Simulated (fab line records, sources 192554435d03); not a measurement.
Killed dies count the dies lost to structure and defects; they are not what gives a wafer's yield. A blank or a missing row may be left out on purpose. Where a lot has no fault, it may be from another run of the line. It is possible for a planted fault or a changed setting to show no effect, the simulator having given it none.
What tool caused it? :: flow n5 finfet :: 10 lots, 29 wafers sampled, at 6 steps of a route of 1938

== WHAT THE GAUGES SHOWED, per wafer ==
N5_BEOL_M0_SAQP_OVL_MEAS_15. Usual: M0_CORE_OVL gives 0.2 nm (standard deviation 0.73).
lot: L619
measured: day 6 04:14
on: overlay-01
M0_CORE_OVL (nm): 1.4 0.7
flag: 

lot: L623
measured: day 7 05:53
on: overlay-01
M0_CORE_OVL (nm): -1.3 -0.8 0.6
flag: 

lot: L626
measured: day 8 01:25
on: overlay-01
M0_CORE_OVL (nm): -0.7 -0.8 -0.9
flag: 

lot: L628
measured: day 8 11:35
on: overlay-01
M0_CORE_OVL (nm): 0.6 0.7 0.9
flag: 

lot: L632
measured: day 9 12:46
on: overlay-01
M0_CORE_OVL (nm): 0.4 0.2 -0.2
flag: 

lot: L634
measured: day 9 22:24
on: overlay-02
M0_CORE_OVL (nm): 0.2 -0.3 -0.3
flag: 

lot: L635
measured: day 10 04:43
on: overlay-01
M0_CORE_OVL (nm): 1.1 -0.3 0.7
flag: 

lot: L636
measured: day 10 11:28
on: overlay-01
M0_CORE_OVL (nm): -0.5 -0.6 -0.7
flag: 

lot: L638
measured: day 11 04:12
on: overlay-01
M0_CORE_OVL (nm): 0.3 0.1 -0.8
flag: 

lot: L639
measured: day 11 09:55
on: overlay-02
M0_CORE_OVL (nm): 0.1 0.0 -1.1
flag: 

N5_BEOL_M4_RC_MEAS_101. Usual: DIBL_N 36.5 mV/V, standard deviation 1.9; DIBL_P 36.4 mV/V, standard deviation 2.2; IOFF_N 0.17 nA/um, standard deviation 0.034; IOFF_P 0.21 nA/um, standard deviation 0.036; ION_N 678 uA/um, standard deviation 12; ION_P 462 uA/um, standard deviation 7.1; SS_N 71.7 mV/dec, standard deviation 0.61; SS_P 73.4 mV/dec, standard deviation 0.71; VT_N 249 mV, standard deviation 3.5; VT_P -251 mV, standard deviation 3.
lot: L619
measured: day 9 16:39
on: prober-01
DIBL_N (mV/V): 32.0 36.2
DIBL_P (mV/V): 31.3 37.0
IOFF_N (nA/um): 0.11 0.19
IOFF_P (nA/um): 0.16 0.25
ION_N (uA/um): 660 694
ION_P (uA/um): 462 475
SS_N (mV/dec): 70.6 71.7
SS_P (mV/dec): 72.4 73.5
VT_N (mV): 256 246
VT_P (mV): -253 -248
flag: 

lot: L623
measured: day 10 22:04
on: prober-02
DIBL_N (mV/V): 34.9 35.3 34.3
DIBL_P (mV/V): 34.9 33.9 33.7
IOFF_N (nA/um): 0.15 0.15 0.14
IOFF_P (nA/um): 0.20 0.19 0.19
ION_N (uA/um): 681 666 667
ION_P (uA/um): 470 458 469
SS_N (mV/dec): 71.3 71.8 71.0
SS_P (mV/dec): 73.2 72.7 72.7
VT_N (mV): 247 249 250
VT_P (mV): -250 -248 -253
flag: 

lot: L626
measured: day 11 14:27
on: prober-02
DIBL_N (mV/V): 34.8 35.9 38.4
DIBL_P (mV/V): 36.8 37.5 41.5
IOFF_N (nA/um): 0.14 0.16 0.22
IOFF_P (nA/um): 0.22 0.22 0.30
ION_N (uA/um): 680 672 706
ION_P (uA/um): 472 464 483
SS_N (mV/dec): 71.0 72.0 72.2
SS_P (mV/dec): 72.4 72.7 73.6
VT_N (mV): 249 249 243
VT_P (mV): -247 -249 -243
flag: 

lot: L628
measured: day 12 12:31
on: prober-01
DIBL_N (mV/V): 38.7 37.4 39.8
DIBL_P (mV/V): 36.9 35.4 39.0
IOFF_N (nA/um): 0.17 0.15 0.20
IOFF_P (nA/um): 0.20 0.18 0.24
ION_N (uA/um): 686 657 690
ION_P (uA/um): 460 455 466
SS_N (mV/dec): 71.9 71.2 72.5
SS_P (mV/dec): 73.5 73.8 74.3
VT_N (mV): 248 254 249
VT_P (mV): -252 -254 -252
flag: 

lot: L632
measured: day 13 10:46
on: prober-02
DIBL_N (mV/V): 36.8 39.3 36.1
DIBL_P (mV/V): 35.1 38.0 33.2
IOFF_N (nA/um): 0.16 0.19 0.14
IOFF_P (nA/um): 0.19 0.25 0.16
ION_N (uA/um): 683 680 671
ION_P (uA/um): 464 468 451
SS_N (mV/dec): 71.6 72.0 71.9
SS_P (mV/dec): 73.5 74.0 73.2
VT_N (mV): 249 248 252
VT_P (mV): -251 -248 -255
flag: 

lot: L634
measured: day 13 19:34
on: prober-01
DIBL_N (mV/V): 33.3 33.8 35.5
DIBL_P (mV/V): 34.4 34.5 36.3
IOFF_N (nA/um): 0.14 0.12 0.16
IOFF_P (nA/um): 0.16 0.16 0.19
ION_N (uA/um): 686 662 674
ION_P (uA/um): 462 455 456
SS_N (mV/dec): 72.0 71.7 71.9
SS_P (mV/dec): 72.5 73.3 73.9
VT_N (mV): 250 254 250
VT_P (mV): -254 -253 -253
flag: 

lot: L635
measured: day 13 10:07
on: prober-01
DIBL_N (mV/V): 36.8 35.3 35.3
DIBL_P (mV/V): 38.1 37.1 37.4
IOFF_N (nA/um): 0.18 0.16 0.17
IOFF_P (nA/um): 0.22 0.19 0.20
ION_N (uA/um): 676 673 689
ION_P (uA/um): 468 456 470
SS_N (mV/dec): 71.6 72.2 72.2
SS_P (mV/dec): 73.6 72.8 72.9
VT_N (mV): 248 251 249
VT_P (mV): -252 -254 -252
flag: 

lot: L636
measured: day 14 06:35
on: prober-01
DIBL_N (mV/V): 38.7 36.4 35.9
DIBL_P (mV/V): 38.4 35.0 34.8
IOFF_N (nA/um): 0.20 0.16 0.14
IOFF_P (nA/um): 0.27 0.21 0.20
ION_N (uA/um): 687 684 678
ION_P (uA/um): 466 465 468
SS_N (mV/dec): 72.4 71.9 71.1
SS_P (mV/dec): 74.0 73.6 73.4
VT_N (mV): 247 249 252
VT_P (mV): -246 -250 -253
flag: 

lot: L638
measured: day 14 21:52
on: prober-01
DIBL_N (mV/V): 33.3 37.5 36.8
DIBL_P (mV/V): 33.5 38.2 36.7
IOFF_N (nA/um): 0.13 0.19 0.18
IOFF_P (nA/um): 0.15 0.21 0.20
ION_N (uA/um): 663 677 680
ION_P (uA/um): 460 459 460
SS_N (mV/dec): 71.1 72.0 71.3
SS_P (mV/dec): 72.2 73.9 73.4
VT_N (mV): 250 248 244
VT_P (mV): -253 -250 -252
flag: 

lot: L639
measured: day 15 11:43
on: prober-01
DIBL_N (mV/V): 36.4 34.1 34.1
DIBL_P (mV/V): 35.3 32.6 32.6
IOFF_N (nA/um): 0.16 0.13 0.13
IOFF_P (nA/um): 0.21 0.17 0.18
ION_N (uA/um): 669 673 676
ION_P (uA/um): 459 464 466
SS_N (mV/dec): 71.8 71.4 71.1
SS_P (mV/dec): 73.7 72.4 73.0
VT_N (mV): 250 253 251
VT_P (mV): -250 -253 -252
flag: 

== WHAT TOOL EACH LOT RAN ON (gives the tool, then ch and the chambers of the sampled wafers, and finally the start) ==
lot: L619
N5_BEOL_M0_SAQP_SPACER1_ALD_98: ald sin-02 ch 1,2, day 6 05:46
N5_BEOL_M0_SAQP_MANDREL1_REMOVE_100: rie si-02 ch 2,3, day 6 06:20
N5_BEOL_M0_SAQP_ETCH_101: rie diel-06 ch 1,3, day 6 06:29
N5_BEOL_M0_SAQP_ETCH_102: rie si-01 ch 1,3, day 6 06:35

lot: L623
N5_BEOL_M0_SAQP_SPACER1_ALD_98: ald sin-03 ch 0,2,3, day 7 06:50
N5_BEOL_M0_SAQP_MANDREL1_REMOVE_100: rie si-06 ch 2,3, day 7 07:24
N5_BEOL_M0_SAQP_ETCH_101: rie diel-02 ch 0,2, day 7 07:33
N5_BEOL_M0_SAQP_ETCH_102: rie si-02 ch 0,2,3, day 7 07:39

lot: L626
N5_BEOL_M0_SAQP_SPACER1_ALD_98: ald sin-02 ch 2,3, day 8 02:28
N5_BEOL_M0_SAQP_MANDREL1_REMOVE_100: rie si-02 ch 0,1, day 8 03:01
N5_BEOL_M0_SAQP_ETCH_101: rie diel-05 ch 1,2, day 8 03:10
N5_BEOL_M0_SAQP_ETCH_102: rie si-01 ch 0,3, day 8 03:17

lot: L628
N5_BEOL_M0_SAQP_SPACER1_ALD_98: ald sin-02 ch 1,2,3, day 8 12:41
N5_BEOL_M0_SAQP_MANDREL1_REMOVE_100: rie si-01 ch 0,1,3, day 8 13:15
N5_BEOL_M0_SAQP_ETCH_101: rie diel-06 ch 0,1,2, day 8 13:24
N5_BEOL_M0_SAQP_ETCH_102: rie si-02 ch 0,1,3, day 8 13:30

lot: L632
N5_BEOL_M0_SAQP_SPACER1_ALD_98: ald sin-01 ch 0,3, day 9 14:05
N5_BEOL_M0_SAQP_MANDREL1_REMOVE_100: rie si-01 ch 1,2, day 9 14:38
N5_BEOL_M0_SAQP_ETCH_101: rie diel-06 ch 2,3, day 9 14:47
N5_BEOL_M0_SAQP_ETCH_102: rie si-02 ch 2,3, day 9 14:54

lot: L634
N5_BEOL_M0_SAQP_SPACER1_ALD_98: ald sin-01 ch 0,2,3, day 9 23:28
N5_BEOL_M0_SAQP_MANDREL1_REMOVE_100: rie si-02 ch 0,1,2, day 10 00:02
N5_BEOL_M0_SAQP_ETCH_101: rie diel-06 ch 2,3, day 10 00:22
N5_BEOL_M0_SAQP_ETCH_102: rie si-06 ch 2,3, day 10 00:28

lot: L635
N5_BEOL_M0_SAQP_SPACER1_ALD_98: ald sin-03 ch 1,2,3, day 10 05:53
N5_BEOL_M0_SAQP_MANDREL1_REMOVE_100: rie si-01 ch 0,1,2, day 10 06:27
N5_BEOL_M0_SAQP_ETCH_101: rie diel-06 ch 1,3, day 10 06:36
N5_BEOL_M0_SAQP_ETCH_102: rie si-02 ch 0,2,3, day 10 06:43

lot: L636
N5_BEOL_M0_SAQP_SPACER1_ALD_98: ald sin-02 ch 0,2,3, day 10 12:25
N5_BEOL_M0_SAQP_MANDREL1_REMOVE_100: rie si-02 ch 1,2,3, day 10 12:58
N5_BEOL_M0_SAQP_ETCH_101: rie diel-06 ch 0,1,2, day 10 13:07
N5_BEOL_M0_SAQP_ETCH_102: rie si-01 ch 1,2,3, day 10 13:14

lot: L638
N5_BEOL_M0_SAQP_SPACER1_ALD_98: ald sin-03 ch 1,2, day 11 05:08
N5_BEOL_M0_SAQP_MANDREL1_REMOVE_100: rie si-01 ch 0,1, day 11 05:58
N5_BEOL_M0_SAQP_ETCH_101: rie diel-05 ch 0,1,3, day 11 06:07
N5_BEOL_M0_SAQP_ETCH_102: rie si-06 ch 0,1,3, day 11 06:14

lot: L639
N5_BEOL_M0_SAQP_SPACER1_ALD_98: ald sin-03 ch 0,1, day 11 11:29
N5_BEOL_M0_SAQP_MANDREL1_REMOVE_100: rie si-06 ch 1,2,3, day 11 12:05
N5_BEOL_M0_SAQP_ETCH_101: rie diel-02 ch 0,2, day 11 12:14
N5_BEOL_M0_SAQP_ETCH_102: rie si-02 ch 1,3, day 11 12:20
- N5_BEOL_M0_SAQP_SPACER1_ALD_98: deposits SiO2, target thk 12.8 nm, pulse time 1 s, purge time 2 s.
- N5_BEOL_M0_SAQP_MANDREL1_REMOVE_100: chemistry HBr/Cl2/O2, target a-Si, stops on SiNx, bt time 10 s.
- N5_BEOL_M0_SAQP_ETCH_101: etches SiNx in CH3F/O2, target depth 29.9 nm, time 42.7 s.
- N5_BEOL_M0_SAQP_ETCH_102: etches SiO2 in CF4, target depth 4 nm, time 4.4 s.

== WHAT THE TOOLS THEMSELVES READ (means of the sampled wafers that have a number; where no wafer has one, the mark that the record gives instead) ==
N5_BEOL_M0_SAQP_SPACER1_ALD_98. Usual: heater power w 486 W, standard deviation 64; precursor pulse height rel 1.000, standard deviation 0.018.
lot: L619
tool: ald sin-02
heater power w (W): 522
precursor pulse height rel: 0.995
flag: 

lot: L623
tool: ald sin-03
heater power w (W): 489
precursor pulse height rel: 0.993
flag: 

lot: L626
tool: ald sin-02
heater power w (W): 565
precursor pulse height rel: 1.006
flag: 

lot: L628
tool: ald sin-02
heater power w (W): 500
precursor pulse height rel: 0.999
flag: 

lot: L632
tool: ald sin-01
heater power w (W): 453
precursor pulse height rel: 1.004
flag: 

lot: L634
tool: ald sin-01
heater power w (W): 461
precursor pulse height rel: 0.981
flag: 

lot: L635
tool: ald sin-03
heater power w (W): 459
precursor pulse height rel: 1.008
flag: 

lot: L636
tool: ald sin-02
heater power w (W): 516
precursor pulse height rel: 1.009
flag: 

lot: L638
tool: ald sin-03
heater power w (W): 451
precursor pulse height rel: 0.985
flag: 

lot: L639
tool: ald sin-03
heater power w (W): 496
precursor pulse height rel: 1.019
flag: 

N5_BEOL_M0_SAQP_MANDREL1_REMOVE_100. Usual: HBr_flow_sccm 150.0 sccm, standard deviation 0.44; drypump motor current A 5.9 A, standard deviation 0.36; oes product au 0.999 a.u., standard deviation 0.015; throttle valve pct 36.73 %, standard deviation 0.19.
lot: L619
tool: rie si-02
HBr_flow_sccm (sccm): 150.1
drypump motor current A (A): 5.3
oes product au (a.u.): 0.980
throttle valve pct (%): 36.67
flag: 

lot: L623
tool: rie si-06
HBr_flow_sccm (sccm): 149.9
drypump motor current A (A): 5.9
oes product au (a.u.): 1.013
throttle valve pct (%): 36.45
flag: 

lot: L626
tool: rie si-02
HBr_flow_sccm (sccm): 149.6
drypump motor current A (A): 6.2
oes product au (a.u.): 1.017
throttle valve pct (%): 37.02
flag: 

lot: L628
tool: rie si-01
HBr_flow_sccm (sccm): 150.1
drypump motor current A (A): 6.0
oes product au (a.u.): 0.996
throttle valve pct (%): 36.72
flag: 

lot: L632
tool: rie si-01
HBr_flow_sccm (sccm): 150.2
drypump motor current A (A): 6.0
oes product au (a.u.): 0.998
throttle valve pct (%): 36.81
flag: 

lot: L634
tool: rie si-02
HBr_flow_sccm (sccm): 149.8
drypump motor current A (A): 5.7
oes product au (a.u.): 0.997
throttle valve pct (%): 36.86
flag: 

lot: L635
tool: rie si-01
HBr_flow_sccm (sccm): 149.6
drypump motor current A (A): 5.9
oes product au (a.u.): 0.999
throttle valve pct (%): 36.77
flag: 

lot: L636
tool: rie si-02
HBr_flow_sccm (sccm): 149.7
drypump motor current A (A): 5.7
oes product au (a.u.): 0.981
throttle valve pct (%): 36.83
flag: 

lot: L638
tool: rie si-01
HBr_flow_sccm (sccm): 150.1
drypump motor current A (A): 5.8
oes product au (a.u.): 1.005
throttle valve pct (%): 36.69
flag: 

lot: L639
tool: rie si-06
HBr_flow_sccm (sccm): 150.1
drypump motor current A (A): 5.6
oes product au (a.u.): 1.012
throttle valve pct (%): 36.61
flag: 

N5_BEOL_M0_SAQP_ETCH_101. Usual: CH3F_flow_sccm 30.01 sccm, standard deviation 0.09; drypump motor current A 5.6 A, standard deviation 0.43; mfc ar sccm 149.9 sccm, standard deviation 0.48; oes product au 0.77 a.u., standard deviation 0.073; rf vpp V 298 V, standard deviation 5.3; showerhead plenum p Torr 2.01 Torr, standard deviation 0.057; throttle valve pct 16.40 %, standard deviation 0.21.
lot: L619
tool: rie diel-06
CH3F_flow_sccm (sccm): 29.92
drypump motor current A (A): 6.1
mfc ar sccm (sccm): 149.8
oes product au (a.u.): 0.71
rf vpp V (V): 300
showerhead plenum p Torr (Torr): 2.01
throttle valve pct (%): 16.43
flag: 

lot: L623
tool: rie diel-02
CH3F_flow_sccm (sccm): 30.11
drypump motor current A (A): 5.7
mfc ar sccm (sccm): 149.8
oes product au (a.u.): 0.75
rf vpp V (V): 298
showerhead plenum p Torr (Torr): 2.02
throttle valve pct (%): 16.44
flag: 

lot: L626
tool: rie diel-05
CH3F_flow_sccm (sccm): 29.98
drypump motor current A (A): 5.8
mfc ar sccm (sccm): 149.9
oes product au (a.u.): 0.76
rf vpp V (V): 302
showerhead plenum p Torr (Torr): 2.04
throttle valve pct (%): 16.22
flag: 

lot: L628
tool: rie diel-06
CH3F_flow_sccm (sccm): 29.96
drypump motor current A (A): 5.8
mfc ar sccm (sccm): 150.2
oes product au (a.u.): 0.74
rf vpp V (V): 300
showerhead plenum p Torr (Torr): 2.00
throttle valve pct (%): 16.48
flag: 

lot: L632
tool: rie diel-06
CH3F_flow_sccm (sccm): 30.05
drypump motor current A (A): 5.6
mfc ar sccm (sccm): 150.1
oes product au (a.u.): 0.73
rf vpp V (V): 297
showerhead plenum p Torr (Torr): 2.08
throttle valve pct (%): 16.49
flag: 

lot: L634
tool: rie diel-06
CH3F_flow_sccm (sccm): 29.94
drypump motor current A (A): 5.7
mfc ar sccm (sccm): 150.2
oes product au (a.u.): 0.59
rf vpp V (V): 295
showerhead plenum p Torr (Torr): 2.08
throttle valve pct (%): 16.48
flag: 

lot: L635
tool: rie diel-06
CH3F_flow_sccm (sccm): 30.02
drypump motor current A (A): 5.9
mfc ar sccm (sccm): 150.1
oes product au (a.u.): 0.57
rf vpp V (V): 298
showerhead plenum p Torr (Torr): 2.03
throttle valve pct (%): 16.48
flag: 

lot: L636
tool: rie diel-06
CH3F_flow_sccm (sccm): 30.00
drypump motor current A (A): 5.8
mfc ar sccm (sccm): 150.0
oes product au (a.u.): 0.60
rf vpp V (V): 301
showerhead plenum p Torr (Torr): 2.00
throttle valve pct (%): 16.49
flag: 

lot: L638
tool: rie diel-05
CH3F_flow_sccm (sccm): 30.03
drypump motor current A (A): 5.3
mfc ar sccm (sccm): 149.5
oes product au (a.u.): 0.83
rf vpp V (V): 295
showerhead plenum p Torr (Torr): 1.99
throttle valve pct (%): 16.26
flag: 

lot: L639
tool: rie diel-02
CH3F_flow_sccm (sccm): 30.08
drypump motor current A (A): 5.7
mfc ar sccm (sccm): 150.1
oes product au (a.u.): 0.73
rf vpp V (V): 299
showerhead plenum p Torr (Torr): 2.01
throttle valve pct (%): 16.50
flag: 

N5_BEOL_M0_SAQP_ETCH_102. Usual: drypump motor current A 5.8 A, standard deviation 0.45; oes product au 0.994 a.u., standard deviation 0.019; throttle valve pct 21.78 %, standard deviation 0.15.
lot: L619
tool: rie si-01
drypump motor current A (A): 6.0
oes product au (a.u.): 1.018
throttle valve pct (%): 21.79
flag: 

lot: L623
tool: rie si-02
drypump motor current A (A): 5.5
oes product au (a.u.): 0.987
throttle valve pct (%): 21.76
flag: 

lot: L626
tool: rie si-01
drypump motor current A (A): 6.1
oes product au (a.u.): 0.984
throttle valve pct (%): 21.66
flag: 

lot: L628
tool: rie si-02
drypump motor current A (A): 6.0
oes product au (a.u.): 0.997
throttle valve pct (%): 21.77
flag: 

lot: L632
tool: rie si-02
drypump motor current A (A): 5.2
oes product au (a.u.): 0.983
throttle valve pct (%): 21.82
flag: 

lot: L634
tool: rie si-06
drypump motor current A (A): 5.8
oes product au (a.u.): 0.374
throttle valve pct (%): 21.38
flag: OFF

lot: L635
tool: rie si-02
drypump motor current A (A): 5.5
oes product au (a.u.): 0.371
throttle valve pct (%): 21.56
flag: OFF

lot: L636
tool: rie si-01
drypump motor current A (A): 6.1
oes product au (a.u.): 0.376
throttle valve pct (%): 21.69
flag: OFF

lot: L638
tool: rie si-06
drypump motor current A (A): 5.8
oes product au (a.u.): 1.014
throttle valve pct (%): 21.76
flag: 

lot: L639
tool: rie si-02
drypump motor current A (A): 6.0
oes product au (a.u.): 1.000
throttle valve pct (%): 21.78
flag: 

== THE ANSWER, worked out from the rows above alone ==
Rule: a lot counts as off when the mean over its wafers that have a number is more than 3 standard deviations away from the usual mean. A lot without any number at a reading at which 4 lots or more have one is off too. Any other lot the step has rows for is counted as sound. Order of review: gauges by route order, followed by the tools' own readings, for which a lot's mean as printed above is used. The first step at which some lot is off is used, and at that step the reading that is off furthest; a lot without a number counts as furthest.
Off: L634, L635, L636 (N5_BEOL_M0_SAQP_ETCH_102, oes product au).
If a tool, at that step or one of the process steps before it, ran each lot that is off and ran no sound lot following the first of them, it fits. One candidate fits, namely rie diel-06 at N5_BEOL_M0_SAQP_ETCH_101. A fault onset in the window from L632 (day 9 14:47, its last sound lot) to L634 (day 10 00:22, its first lot off) fits.

== WHAT WAS PUT IN BY THE SIMULATOR ==
Drift in process parameters on rie diel-06 at N5_BEOL_M0_SAQP_ETCH_101, starting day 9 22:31. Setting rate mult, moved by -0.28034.
Struck lots among those shown: L634, L635, L636. The same result came from the rule above.
